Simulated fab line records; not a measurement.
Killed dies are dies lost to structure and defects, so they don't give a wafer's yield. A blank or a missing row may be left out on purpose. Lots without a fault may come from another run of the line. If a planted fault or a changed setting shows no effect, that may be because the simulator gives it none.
The tool behind it: which one?	flow n5 finfet	route of 1938 steps, sampled at 1 step: 9 lots, 27 wafers

## WHAT EACH GAUGE READ, for each wafer
N5_HKMG_FIN_INSPECT_61: inspects for defects (macro).
lot	measured	on	raw defect count
L555	day 4 07:15	defect inspect-01	1 1 1
L559	day 5 07:38	defect inspect-01	1 1 2
L561	day 5 19:37	defect inspect-02	2 1 0
L563	day 6 05:09	defect inspect-01	1 2 2
L564	day 6 11:14	defect inspect-02	2 3 0
L565	day 6 18:32	defect inspect-02	2 2 3
L568	day 7 13:51	defect inspect-02	0 2 3
L574	day 9 02:52	defect inspect-02	1 2 2
L577	day 9 20:43	defect inspect-01	1 2 3

## WHAT TOOL EACH LOT RAN ON (gives the tool, then ch and the chambers of the sampled wafers, and finally the start)
There is no process step in the record ahead of these readings.

## THE ANSWER, worked out from the rows above alone
Rule: what is usual is taken from the lots themselves. The widest of any qualifying gaps counts: lots, ordered by their means at a reading, are off when they make up no more than a third of the lots, leave a main group of 4 or more, and stand apart from it by 3 or more times the standard deviation of that group's means. The tables above print the reading to a certain number of digits; a main group whose means all agree to those digits is not used. A lot without any number at a reading at which 4 lots or more have one is off too. Any other lot the step has rows for is counted as sound.
No lot is off on any of the readings shown, so nothing can be concluded from this.

## WHAT THE SIMULATOR HAD INSERTED
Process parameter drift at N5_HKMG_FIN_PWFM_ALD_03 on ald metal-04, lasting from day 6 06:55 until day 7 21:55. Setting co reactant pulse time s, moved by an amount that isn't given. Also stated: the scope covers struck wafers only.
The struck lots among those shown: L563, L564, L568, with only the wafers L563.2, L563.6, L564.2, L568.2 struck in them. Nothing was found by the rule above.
